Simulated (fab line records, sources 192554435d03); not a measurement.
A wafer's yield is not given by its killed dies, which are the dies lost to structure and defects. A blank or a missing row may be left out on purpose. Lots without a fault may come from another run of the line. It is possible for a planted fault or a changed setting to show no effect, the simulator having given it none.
Lot-split experiment    flow n5Finfet    route with 1938 steps; 7 lots, 39 wafers read

== ON THE SPLIT ==
At N5_HKMG_FIN_ALD_21 (deposits TiN, target thk 1.5 nm, pulse time 1 s, purge time 3 s), the setting aldCycles was moved away from the recipe's 68 on 18 of the 39 wafers read, by -16.2% to +14.7%. For the rest of the wafers, this setting stayed at what the recipe calls for.

The reading comes from the split's own step.

== THE READING ==
TiN_of_HKMG_FIN_ALD_21.thkNm (the simulator's own value, which no gauge read), in nm, at N5_HKMG_FIN_ALD_21 (deposits TiN, target thk 1.5 nm, pulse time 1 s, purge time 3 s). The file does not state a usual value for it. Across the 21 wafers here that went through the recipe, the average is 1.5 nm and the standard deviation 0.097 nm.

wafer   tool, chamber at the split  aldCycles as run  against the recipe  TiN_of_HKMG_FIN_ALD_21.thkNm, nm  against lot-mates on the recipe
L076.1  aldMetal-02, 1,3,3          77                +13.2%              1.6                               +0.1
L076.3  aldMetal-02, 1,3,3          77                +13.2%              1.6                               +0.1
L076.5  aldMetal-02, 1,3,3          77                +13.2%              1.6                               +0.1
L076.2  aldMetal-02, 0              68                recipe              1.4                               -
L076.6  aldMetal-02, 0              68                recipe              1.4                               -
L076.4  aldMetal-02, 2              68                recipe              1.6                               -
L077.2  aldMetal-02, 3,2,0          68                recipe              1.4                               -
L077.3  aldMetal-02, 3,2,0          68                recipe              1.4                               -
L077.4  aldMetal-02, 3,2,0          68                recipe              1.4                               -
L081.1  aldMetal-04, 3,2,2          68                recipe              1.6                               -
L081.2  aldMetal-04, 3,2,2          68                recipe              1.6                               -
L081.5  aldMetal-04, 3,2,2          68                recipe              1.6                               -
L081.3  aldMetal-04, 1,0,1          60                -11.8%              1.4                               -0.2
L081.4  aldMetal-04, 1,0,1          60                -11.8%              1.4                               -0.2
L081.6  aldMetal-04, 1,0,1          60                -11.8%              1.4                               -0.2
L083.1  aldMetal-03, 0,3            68                recipe              1.4                               -
L083.5  aldMetal-03, 0,3            68                recipe              1.4                               -
L083.2  aldMetal-03, 2              68                recipe              1.6                               -
L083.3  aldMetal-03, 3,1,0          75                +10.3%              1.6                               +0.1
L083.4  aldMetal-03, 3,1,0          75                +10.3%              1.6                               +0.1
L083.6  aldMetal-03, 3,1,0          75                +10.3%              1.6                               +0.1
L088.1  aldMetal-04, 0,1,2          57                -16.2%              1.2                               -0.3
L088.2  aldMetal-04, 0,1,2          57                -16.2%              1.2                               -0.3
L088.4  aldMetal-04, 0,1,2          57                -16.2%              1.2                               -0.3
L088.3  aldMetal-04, 3              68                recipe              1.4                               -
L088.5  aldMetal-04, 2,3            68                recipe              1.6                               -
L088.6  aldMetal-04, 2,3            68                recipe              1.6                               -
L092.1  aldMetal-03, 2,1,2          78                +14.7%              1.8                               +0.4
L092.5  aldMetal-03, 2,1,2          78                +14.7%              1.8                               +0.4
L092.6  aldMetal-03, 2,1,2          78                +14.7%              1.8                               +0.4
L092.2  aldMetal-03, 1,3,3          68                recipe              1.4                               -
L092.3  aldMetal-03, 1,3,3          68                recipe              1.4                               -
L092.4  aldMetal-03, 1,3,3          68                recipe              1.4                               -
L093.1  aldMetal-02, 2,3            68                recipe              1.4                               -
L093.4  aldMetal-02, 2,3            68                recipe              1.4                               -
L093.2  aldMetal-02, 1,0,3          65                -4.4%               1.4                               -0.1
L093.3  aldMetal-02, 1,0,3          65                -4.4%               1.4                               -0.1
L093.5  aldMetal-02, 1,0,3          65                -4.4%               1.4                               -0.1
L093.6  aldMetal-02, 0              68                recipe              1.6                               -
Where a row lists several chambers, the file gives one row for several wafers and doesn't say which wafer went through which chamber.

FIT RESULTS
A straight line over all 39 wafers: TiN_of_HKMG_FIN_ALD_21.thkNm changes by +0.0146 nm for each +1% of aldCycles; r = +0.82; the points scatter about the line by 0.087 nm.
The same after taking each lot's own level away (the mean of its wafers on the recipe; 39 wafers): +0.0186 nm for each +1%; r = +0.91; scatter 0.075 nm.
The reading moves by 0.3 nm for the largest change in aldCycles, on that fit.
The span of the lots' own levels, 1.40 to 1.60 nm, comes to 2.1 times the standard deviation stated above.
Hence the slope depends on the lot-to-lot level, as the two fits are not the same.
Check: with one of the wafers moved furthest among these (-16.2%) left out of the fit, the line predicts -0.3 nm for it against its lot-mates. It came out at -0.333 nm against them.

== OTHER SPLITS APPLIED TO THESE WAFERS ==
Note: prior to the reading, these wafers also went through further splits. Each is held against what the fit with the lots' levels taken away leaves over:
other split on the same wafers  wafers away from the commonest value  r with TiN_of_HKMG_FIN_ALD_21.thkNm (lot level and that fit taken away)
N5_WELL_APT_EXPOSE_05 doseMj    15                                    +0.33
N5_FIN_CUT_EXPOSE_05 doseMj     12                                    -0.15

== THE FILE'S OWN FIT ==
TiN_of_HKMG_FIN_ALD_21.thkNm changes by +0.0186 nm for each +1% of aldCycles, r = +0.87.
